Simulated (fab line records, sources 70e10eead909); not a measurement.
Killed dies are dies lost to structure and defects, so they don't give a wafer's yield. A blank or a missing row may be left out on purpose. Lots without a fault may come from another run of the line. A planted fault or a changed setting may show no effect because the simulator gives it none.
fab line records | flow nand_harc
record lots=12 wafers=36 last_day=33
route steps=1302 shown A_SLIT@943 A_WL_FILL@968 END@1302
lots that met no fault: from a run of the same line without faults
start_h: hours from the record's first day to the start of the lot's first wafer shown | wait_h: hours since the lot's step before | " the same as in the row above | L1.1+2: a row that stands for several wafers | - no value, or no start given | * or withheld: withheld | < > ~ a bound
route shown NAME@n: a module of which the file shows steps, and the number in the route of the first | usual: mean/standard deviation of fault-free wafers | same: alike in all rows | chamber/n: place in a boat | sites: the reading at each site | _std_site: their standard deviation | _edge_site: outer sites' mean less inner sites' | radius_mm: how far each site lies from the wafer's centre | mask NAME#n: copy n | behind: the tool/chamber that last shaped the wafer | hold: why the lot was held/for how many hours/how that ended | device: the transistor (n, p or np) that didn't switch | end of line: the same wafers' tests at the end of the route | a step without rows: its recipe alone | killed: dies lost to structure and defects at the first sort, not the wafer's yield | map: a wafer's dies, x killed, . not, _ none there
set.NAME: the setting as run; set.NAME@STEP: as run at that earlier step | model.NAME: the simulator's own value behind a step, which no gauge read
steps of the route over a sample of lots; a table a step, a row a wafer
services: from which hour (start_h, from the record's first day; less than 0 if before it) a tool's chamber was out of use, for how many hours, and why
## steps
# step NHARC_A_SLIT_STRIP_18
# recipe o2_flow_sccm=500 ar_flow_sccm=0 bias_w=0 chemistry=O2
# usual drypump_motor_current_A=5.7/0.39 oes_product_au=0.999/0.01 rf_vpp_V=57.8/0.85 showerhead_plenum_p_Torr=3.55/0.14 throttle_valve_pct=17.035/0.009
# same bias_w=0
# columns lot.wafer tool chamber start_h wait_h drypump_motor_current_A oes_product_au rf_hours_counter_h rf_vpp_V showerhead_plenum_p_Torr throttle_valve_pct
L569.4 rie_diel-07 3 - - 6.2 1.006 8 56.8 3.38 17.043
L569.1 " 1 " " 5.9 1.000 9 59.2 3.77 17.035
L569.5 " 3 " " 6.2 1.015 - 56.4 3.38 17.043
L568.3 rie_diel-10 1 - - 5.8 1.003 2 57.1 3.59 17.033
L568.1 " 3 " " 5.7 1.013 2 59.5 3.33 17.025
L568.5 " 1 " " 5.8 1.012 - 57.7 3.59 17.040
L572.3 rie_diel-10 2 - - 4.8 0.995 3 57.3 3.73 17.042
L572.1 " 3 " " 5.7 1.022 2 58.6 3.33 17.029
L572.6 " 2 " " 4.8 1.011 - 58.0 3.73 17.032
L573.3 rie_diel-02 3 - - 6.0 0.993 9 58.2 3.59 17.044
L573.5 " 0 " " 5.8 0.998 - 57.7 3.50 17.039
L573.6 " 1 " " 5.0 0.997 - 57.1 3.40 17.024
L574.1 rie_diel-07 1 - - 6.0 0.998 2 57.4 3.77 17.025
L574.2 " 2 " " 5.5 1.009 2 58.2 3.75 17.036
L574.3 " 3 " " 6.2 1.012 1 57.9 3.38 17.019
L577.2 rie_diel-02 3 - - 6.0 0.988 13 56.6 3.59 17.031
L577.1 " 0 " " 5.8 1.004 11 58.2 3.50 17.044
L577.5 " 3 " " 6.0 0.990 - 57.2 3.59 17.044
L581.3 rie_diel-02 3 - - 6.0 1.000 3 58.2 3.58 17.035
L581.2 " 0 " " 5.8 1.013 3 57.3 3.50 17.027
L581.5 " 0 " " 5.8 1.020 - 57.8 3.50 17.027
L583.2 rie_diel-07 3 - - 6.2 0.993 9 57.4 3.37 17.036
L583.4 " 2 " " 5.5 1.004 9 58.5 3.75 17.053
L583.5 " 0 " " 6.1 0.986 - 57.7 3.55 17.031
L586.3 rie_diel-02 3 - - 6.0 0.993 7 56.7 3.58 17.025
L586.1 " 1 " " 5.0 1.003 7 58.1 3.40 17.025
L586.2 " 2 " " 5.4 1.005 0 59.1 3.55 17.012
L587.4 rie_diel-07 1 - - 5.9 0.987 10 57.6 3.77 17.039
L587.3 " 3 " " 6.2 1.005 10 56.8 3.37 17.051
L587.6 " 2 " " 5.5 1.013 - 59.3 3.75 17.051
L589.2 rie_diel-02 0 - - 5.8 1.019 7 57.9 3.50 17.024
L589.4 " 2 " " 5.4 1.010 2 57.8 3.55 17.015
L589.5 " 3 " " 6.0 0.992 - 57.4 3.58 17.032
L591.4 rie_diel-02 2 - - 5.4 1.005 3 57.6 3.54 17.031
L591.2 " 3 " " 6.0 0.998 9 57.8 3.58 17.022
L591.6 " 3 " " 6.0 0.994 - 57.6 3.58 17.019
# step NHARC_A_WL_FILL_ETCHBACK_17
# recipe target_depth_a=40 time_s=26.7 chemistry=Cl2/BCl3
# usual drypump_motor_current_A=5.8/0.55 oes_product_au=0.994/0.0087
# columns lot.wafer tool chamber start_h wait_h drypump_motor_current_A oes_product_au rf_hours_counter_h
L569.1 rie_metal-03 0 488.67 - 6.0 0.985 2.4
L569.4 " 1 " " 6.6 0.969 -
L569.5 " 0 " " 6.0 0.997 -
L568.1 rie_metal-01 1 494.07 - 6.2 0.998 1.5
L568.3 " 0 " " 5.4 1.000 -
L568.5 " 0 " " 5.4 1.001 -
L572.1 rie_metal-03 1 506.84 - 6.7 0.990 3.0
L572.3 " 1 " " 6.7 0.989 -
L572.6 " 0 " " 5.9 0.993 -
L573.3 rie_metal-01 0 512.78 - 5.4 1.009 -
L573.5 " 1 " " 6.2 0.998 -
L573.6 " 0 " " 5.4 1.004 -
L574.1 rie_metal-02 1 524.80 - 5.6 1.001 1.6
L574.2 " 0 " " 5.0 1.011 1.6
L574.3 " 1 " " 5.6 0.996 -
L577.2 rie_metal-03 1 574.62 - 6.6 0.987 1.6
L577.1 " 0 " " 6.0 0.979 0.2
L577.5 " 0 " " 6.0 0.988 -
L581.2 rie_metal-02 1 625.80 - 5.6 1.008 -
L581.3 " 1 " " 5.6 1.003 -
L581.5 " 1 " " 5.6 1.010 -
L583.2 rie_metal-01 0 631.63 - 5.4 1.000 0.5
L583.4 " 1 " " 6.2 0.991 -
L583.5 " 1 " " 6.2 0.988 -
L587.3 rie_metal-01 0 665.75 - 5.3 1.009 -
L587.4 " 1 " " 6.3 0.993 -
L587.6 " 1 " " 6.2 0.992 -
L586.2 rie_metal-02 1 666.89 - 5.6 0.998 1.1
L586.1 " 0 " " 4.9 0.995 0.2
L586.3 " 0 " " 4.9 0.994 -
L589.2 rie_metal-02 1 692.93 - 5.5 0.980 1.4
L589.4 " 1 " " 5.6 0.997 -
L589.5 " 0 " " 4.9 0.993 -
L591.2 rie_metal-01 0 709.24 - 5.4 0.983 2.1
L591.4 " 0 " " 5.4 0.989 -
L591.6 " 0 " " 5.4 0.998 -
# step NHARC_A_WL_FILL_CVD_23
# recipe target_thk_a=400 temp_c=620 pressure_mtorr=200 time_s=800 material=poly-Si
# usual run_length_s=801.3/0.48 spike_tc_top_C=637.7/1.1 tube_center_temp_C=620/0.059 zone_power_lower_pct=9.4/0.95
# columns lot.wafer tool chamber start_h wait_h run_length_s spike_tc_top_C tube_center_temp_C zone_power_lower_pct
L569.1 lpcvd_poly-01 0 491.34 2.4 800.7 638.0 620 10.0
L569.4 " 0 " " 800.7 637.8 620.16 9.9
L569.5 " 0 " " 800.7 639.4 620.02 9.7
L568.1 lpcvd_poly-02 0 496.63 2.3 801.4 638.4 620.09 8.1
L568.3 " 0 " " 801.4 638.0 620.04 8.1
L568.5 " 0 " " 801.4 637.1 620.08 8.1
L572.1 lpcvd_poly-02 0 509.38 2.3 800.9 637.4 620.02 8.0
L572.3 " 0 " " 800.9 637.3 619.99 8.0
L572.6 " 0 " " 800.9 637.3 619.99 7.9
L573.3 lpcvd_poly-01 0 515.38 2.4 801.3 637.8 619.98 10.0
L573.5 " 0 " " 801.3 637.8 620.11 10.1
L573.6 " 0 " " 801.3 638.1 620 10.0
L574.1 lpcvd_poly-01 0 527.46 2.4 800.7 634.8 619.92 9.9
L574.2 " 0 " " 800.7 639.1 620.02 10.1
L574.3 " 0 " " 800.7 637.6 619.96 10.3
L577.1 lpcvd_poly-03 0 577.26 - 802.6 636.8 620 10.0
L577.2 " 0 " " 802.6 636.8 620.03 10.3
L577.5 " 0 " " 802.6 636.6 620 10.0
L581.2 lpcvd_poly-01 0 628.55 2.4 609.2 638.0 619.98 10.2
L581.3 " 0 " " 609.2 637.9 619.98 10.2
L581.5 " 0 " " 609.2 637.0 619.92 10.2
L583.2 lpcvd_poly-01 0 634.90 3.1 609.3 637.2 619.97 10.0
L583.4 " 0 " " 609.3 639.0 619.99 10.0
L583.5 " 0 " " 609.3 639.2 620 10.2
L586.1 lpcvd_poly-02 0 668.26 1.2 801.2 639.8 619.96 8.1
L586.2 " 0 " " 801.2 637.5 619.98 8.1
L586.3 " 0 " " 801.2 638.3 620.04 8.0
L587.3 lpcvd_poly-02 0 668.26 2.3 800.9 637.6 619.97 8.1
L587.4 " 0 " " 800.9 637.4 620.05 8.1
L587.6 " 0 " " 800.9 638.4 619.96 8.0
L589.2 lpcvd_poly-01 0 695.57 2.4 800.8 637.7 620.03 10.1
L589.4 " 0 " " 800.8 637.0 619.9 10.2
L589.5 " 0 " " 800.8 638.3 620.07 10.1
L591.2 lpcvd_poly-02 0 711.79 2.3 801.5 638.4 619.95 8.2
L591.4 " 0 " " 801.5 637.5 619.96 8.1
L591.6 " 0 " " 801.5 637.5 619.95 8.0
# step NHARC_A_WL_FILL_ALD_19
# recipe target_thk_a=20 pulse_time_s=3 ald_cycles=100 temp_c=450 material=TiN
# usual heater_power_w=1019/85 precursor_pulse_height_rel=0.998/0.02
# columns lot.wafer tool chamber start_h wait_h heater_power_w precursor_pulse_height_rel
L569.4 ald_metal-03 3 494.22 0.1 1063 0.988
L569.1 " 2 " " 988 1.012
L569.5 " 0 " " 1111 0.988
L568.3 ald_metal-02 2 499.49 0.1 905 0.983
L568.1 " 3 " " 1017 1.026
L568.5 " 0 " " 909 0.962
L572.3 ald_metal-03 0 512.24 0.1 1127 1.020
L572.1 " 1 " " 918 1.010
L572.6 " 3 " " 1063 0.997
L573.3 ald_metal-02 1 518.25 0.1 1027 1.001
L573.5 " 3 " " 1012 1.027
L573.6 " 0 " " 910 1.036
L574.1 ald_metal-02 3 530.30 0.1 1007 0.962
L574.2 " 1 " " 1008 0.987
L574.3 " 2 " " 955 1.029
L577.1 ald_metal-03 2 580.14 0.1 1104 0.998
L577.2 " 3 " " 1084 1.039
L577.5 " 1 " " 938 0.967
L581.2 ald_metal-02 0 631.40 0.1 940 1.001
L581.3 " 2 " " 917 0.993
L581.5 " 1 " " 1081 1.012
L583.2 ald_metal-01 1 637.79 0.1 1098 1.007
L583.4 " 2 " " 1049 0.983
L583.5 " 1 " " 1114 1.021
L586.2 ald_metal-02 0 671.09 0.1 954 0.976
L586.1 " 1 " " 1041 1.011
L586.3 " 3 " " 1053 1.021
L587.3 ald_metal-03 3 671.13 0.1 1058 1.009
L587.4 " 0 " " 1108 0.969
L587.6 " 1 " " 953 0.970
L589.2 ald_metal-02 3 698.46 0.1 1012 0.986
L589.4 " 0 " " 944 0.989
L589.5 " 3 " " 1041 1.034
L591.2 ald_metal-02 2 714.67 0.1 927 0.992
L591.4 " 3 " " 1051 1.003
L591.6 " 1 " " 1040 1.003
# step NHARC_END_SORT_01
# recipe temp_c=25
# usual killed_at_array=63/17 killed_at_other=0.8/1.1 killed_at_periphery=3.5/3 killed_dies=67/17 killed_open=3.1/1.6 killed_short=2.6/1.4
# same gross_dies=677
# columns lot.wafer tool chamber start_h wait_h killed_at_array killed_at_other killed_at_periphery killed_dies killed_open killed_short
L583.2 prober-02 0 716.33 2.8 61 2 2 65 5 2
L583.4 prober-02 0 717.92 3.4 51 2 7 60 1 3
L583.5 prober-02 0 718.71 3.7 51 1 3 55 2 3
# killed by level:class
L583.2 A_CHANNEL_HOLE_D2:chamber_film_flake=19 A_CONTACT:chamber_film_flake=15 A_CHANNEL_HOLE_D1:chamber_film_flake=10 A_SLIT:chamber_film_flake=8 A_ZERO_WELL:chamber_film_flake=2 THIN_TSV:chamber_film_flake=2 P_CONTACT:geometric_particle:short=1 A_CHANNEL_HOLE_D1:geometric_particle:open=1
L583.4 A_CHANNEL_HOLE_D2:chamber_film_flake=21 A_CHANNEL_HOLE_D1:chamber_film_flake=11 A_SLIT:chamber_film_flake=5 A_CONTACT:chamber_film_flake=5 P_ZERO_WELL:chamber_film_flake=3 A_STAIRCASE:chamber_film_flake=2 THIN_TSV:chamber_film_flake=2 P_GATE:geometric_particle:open=1
L583.5 A_CONTACT:chamber_film_flake=15 A_CHANNEL_HOLE_D2:chamber_film_flake=14 A_CHANNEL_HOLE_D1:chamber_film_flake=11 A_STAIRCASE:chamber_film_flake=4 A_SLIT:chamber_film_flake=3 P_BONDPAD:chamber_film_flake=2 P_CONTACT:geometric_particle:open=1 A_CHANNEL_HOLE_D1:geometric_particle:short=1
## services
# columns tool chamber start_h hours kind
rie_diel-07 1 446.97 3.8 repair
ald_metal-02 1 447.86 20.5 repair
rie_metal-02 - 454.00 9.0 pm
rie_metal-02 1 470.30 1.0 repair
rie_diel-07 - 471.20 9.0 pm
lpcvd_poly-02 - 481.72 2.3 repair
ald_metal-03 2 490.60 1.6 repair
rie_diel-07 - 510.42 0.2 repair
rie_diel-07 2 511.98 4.1 repair
rie_metal-02 0 514.88 4.5 repair
rie_diel-02 - 516.31 0.5 repair
ald_metal-03 0 520.87 9.3 repair
ald_metal-02 - 563.64 1.8 repair
lpcvd_poly-01 - 566.00 26.0 pm
ald_metal-03 - 568.00 10.0 pm
rie_diel-02 - 570.72 9.0 pm
rie_metal-01 - 575.00 9.0 pm
rie_diel-02 2 583.25 54.1 repair
rie_diel-07 2 590.22 5.9 repair
lpcvd_poly-02 - 590.46 11.1 repair
ald_metal-02 2 598.98 3.1 repair
ald_metal-02 - 610.00 10.0 pm
lpcvd_poly-02 - 651.35 5.5 repair
rie_metal-01 1 655.90 2.3 repair
## key
first_sign step=NHARC_A_WL_FILL_CVD_23 reading=run_length_s direction=down sigmas=99+ usual=* struck=*
effect none on later readings
met_at NHARC_A_WL_FILL_CVD_23
struck_lots L581,L583
tester_left_out L581,L583
not_acting_at NHARC_A_SLIT_STRIP_18,NHARC_A_WL_FILL_ETCHBACK_17,NHARC_A_WL_FILL_ALD_19
onset_between 527.46 628.55
fault kind=process_parameter_drift tool=lpcvd_poly-01 chamber=- onset_h=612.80 steps=NHARC_A_WL_FILL_CVD_23 channel=time_s offset=* shape=step end_h=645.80 acts_in=* stated=*
# tester_left_out: of these lots the tester's yield and bins aren't shown, on N5 and GAA mostly nor the transistor test; their killed dies are dies lost to structure and defects alone, not to doping, threshold or leakage, so they don't give the yield
